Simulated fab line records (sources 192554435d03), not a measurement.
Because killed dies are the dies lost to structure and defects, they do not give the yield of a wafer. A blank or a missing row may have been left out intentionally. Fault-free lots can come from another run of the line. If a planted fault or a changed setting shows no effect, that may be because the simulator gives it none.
Lot-split experiment | flow n5-finfet | 7 lots, 21 wafers read, on a route of 1938 steps

== THE SPLIT ==
At N5_BEOL_M1_ETCH_70 (etches SOC in N2/H2, target depth 80 nm, overetch 16 nm, time 120 s), the setting source-w was moved away from the recipe's 840 W on 12 of the 21 wafers read, by -17.7% to +16.6%. This setting was run at the recipe's value on the other wafers.

The split's own step is where the reading is taken.

== THE READING ==
rf-vpp-V, in V, at N5_BEOL_M1_ETCH_70 (etches SOC in N2/H2, target depth 80 nm, overetch 16 nm, time 120 s). On this fab line, fault-free wafers typically give 524 V with a standard deviation of 3 V.

wafer  | tool, chamber at the split | source-w as run, W | against the recipe | rf-vpp-V, V | against lot-mates on the recipe
L084.3 | rie-diel-05, 2             | 840                | recipe             | 528         | -
L084.4 | rie-diel-05, 3             | 908.5              | +8.2%              | 508         | -20
L084.5 | rie-diel-05, 3             | 908.5              | +8.2%              | 506         | -22
L087.1 | rie-diel-02, 1             | 898.4              | +7.0%              | 516         | no lot-mate on the recipe
L087.5 | rie-diel-02, 3             | 898.4              | +7.0%              | 509         | no lot-mate on the recipe
L087.6 | rie-diel-02, 2             | 898.4              | +7.0%              | 513         | no lot-mate on the recipe
L088.1 | rie-diel-05, 3             | 795.9              | -5.2%              | 529         | +8
L088.4 | rie-diel-05, 1             | 795.9              | -5.2%              | 538         | +17
L088.5 | rie-diel-05, 3             | 840                | recipe             | 521         | -
L090.1 | rie-diel-02, 2             | 840                | recipe             | 527         | -
L090.2 | rie-diel-02, 1             | 691.7              | -17.7%             | 562         | +35
L090.5 | rie-diel-02, 3             | 691.7              | -17.7%             | 555         | +28
L093.2 | rie-diel-05, 0             | 956.7              | +13.9%             | 498         | -27
L093.4 | rie-diel-05, 1             | 840                | recipe             | 525         | -
L093.5 | rie-diel-05, 3             | 956.7              | +13.9%             | 498         | -27
L096.3 | rie-diel-06, 2             | 840                | recipe             | 523         | -
L096.5 | rie-diel-06, 3             | 840                | recipe             | 526         | -
L096.6 | rie-diel-06, 2             | 840                | recipe             | 524         | -
L095.1 | rie-diel-05, 3             | 979.7              | +16.6%             | 495         | -30
L095.2 | rie-diel-05, 1             | 840                | recipe             | 528         | -
L095.5 | rie-diel-05, 3             | 840                | recipe             | 521         | -

THE FIT
A straight line over all 21 wafers: rf-vpp-V changes by -1.89 V for each +1% of source-w; r = -0.98; the points scatter about the line by 3 V.
The same after taking each lot's own level away (the mean of its wafers on the recipe; 18 wafers): -1.91 V for each +1%; r = -0.98; scatter 3.3 V.
That fit puts the effect of the largest move of source-w on the reading at 34 V.
The span of the lots' own levels, 521.0 to 528.0 V, comes to 2.3 times the standard deviation stated above.
Hence the lot-to-lot level has little effect on the slope; both slopes agree.
Check: +32.6 V against its lot-mates is what the line predicts for one of the wafers moved furthest among these (-17.7%) when that wafer is left out of the fit. It came out at +35 V against them.
Tool readings at the split's step, against how far the setting was moved: rf-vpp-V r = -0.98.

== ADDITIONAL SPLITS CARRIED BY THESE WAFERS ==
Note: prior to the reading, these wafers also went through further splits. Each is held against what the fit with the lots' levels taken away leaves over:
other split on the same wafers          | wafers away from the commonest value | r with rf-vpp-V (lot level and that fit taken away)
N5_MOL_CONTACT_COAG_COAT_76 spin-rpm    | 6                                    | +0.34
N5_MOL_CONTACT_COAG_ETCHBACK_135 time-s | 7                                    | -0.29
N5_MOL_CONTACT_COAG_COAT_64 spin-rpm    | 6                                    | -0.16
N5_BEOL_M0_SAQP_EXPOSE_11 dose-mj       | 6                                    | -0.14
N5_BEOL_M0_CUTY_ETCH_63 time-s          | 13                                   | +0.15
N5_BEOL_M0_ETCH_128 source-w            | 8                                    | +0.33

== FILE'S OWN FIT ==
rf-vpp-V changes by -1.88 V for each +1% of source-w, r = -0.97.
